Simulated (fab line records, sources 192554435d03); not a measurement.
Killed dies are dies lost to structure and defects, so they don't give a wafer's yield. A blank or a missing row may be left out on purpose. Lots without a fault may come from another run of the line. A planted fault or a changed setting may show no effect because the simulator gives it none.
Problem report in the 8D (eight disciplines) form, filled by code | flow n5_finfet | the parts of the form that need people (team, actions taken, sign-off) are left out

1. THE PROBLEM
beam_energy_keV at N5_WELL_APT_IMPLANT_15 reads a mean of 29.765 on 6 wafers of 2 lots; wafers without a fault read 24.998 with a standard deviation of 0.0086. That is +99 or more standard deviations from the usual mean.
First seen on wafer L602.1, day 4 02:40, on implanter-02. The record holds 17 wafers of 6 lots with a number at this step. Rule for "out", or "out of limits": more than 4 standard deviations from the usual mean. The other wafers with a number count as sound.

2. WHAT IT IS AND WHAT IT IS NOT
question                    | is                     | is not
which readings at this step | beam_energy_keV        | -
which lots                  | L602, L604             | L593, L597, L613, L614
which wafers of those lots  | all that have a number | -
read on which tools         | implanter-02           | implanter-01
when                        | from day 4 02:40       | up to then (6 sound wafers); but 5 sound wafers of L613, L614 came after

3. SUSPECTS, AND WHAT RULES EACH OUT
Counting: a tool at a process step up to the reading stays a suspect if it ran every lot that is out and no sound lot after the first of them.
- implanter-02 at N5_WELL_APT_IMPLANT_15: kept. It ran every lot that is out, first L602 (day 4 02:40), and no sound lot after that; its last sound lot up to then is L593 (day 1 20:02). Its own readings are out on those wafers: beam_energy_keV.
Left after counting: implanter-02 at N5_WELL_APT_IMPLANT_15.

4. THE CAUSE (what the simulator had put in)
Process parameter drift: implanter-02, from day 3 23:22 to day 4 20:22, at N5_WELL_APT_IMPLANT_15. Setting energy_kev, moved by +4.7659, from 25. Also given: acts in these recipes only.
Counting left only this tool.

5. THE CHAIN OF EFFECTS, in route order
Each row: a reading whose mean over the struck wafers that have a number lies more than 3 standard deviations from the usual. Only readings for which the record gives a usual standard deviation are gone through. hours: the time from each lot's start at the first step in this table that gives one to its start at this step, as a median over the lots. sigmas: the change in usual standard deviations.
hours | step                   | reading         | usual  | on struck wafers | change | sigmas
0     | N5_WELL_APT_IMPLANT_15 | beam_energy_keV | 24.998 | 29.765           | +4.767 | +99 or more
The process steps in it:
- N5_WELL_APT_IMPLANT_15
Later measuring or inspecting steps at which every struck wafer that the step has a row for has a number for every such reading, and none has moved that far: N5_BEOL_M4_RC_MEAS_101.

6. WHAT WOULD HAVE CAUGHT IT SOONER
In this record the first reading out of limits was taken at day 4 02:40, 3 hours after the fault began at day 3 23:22.
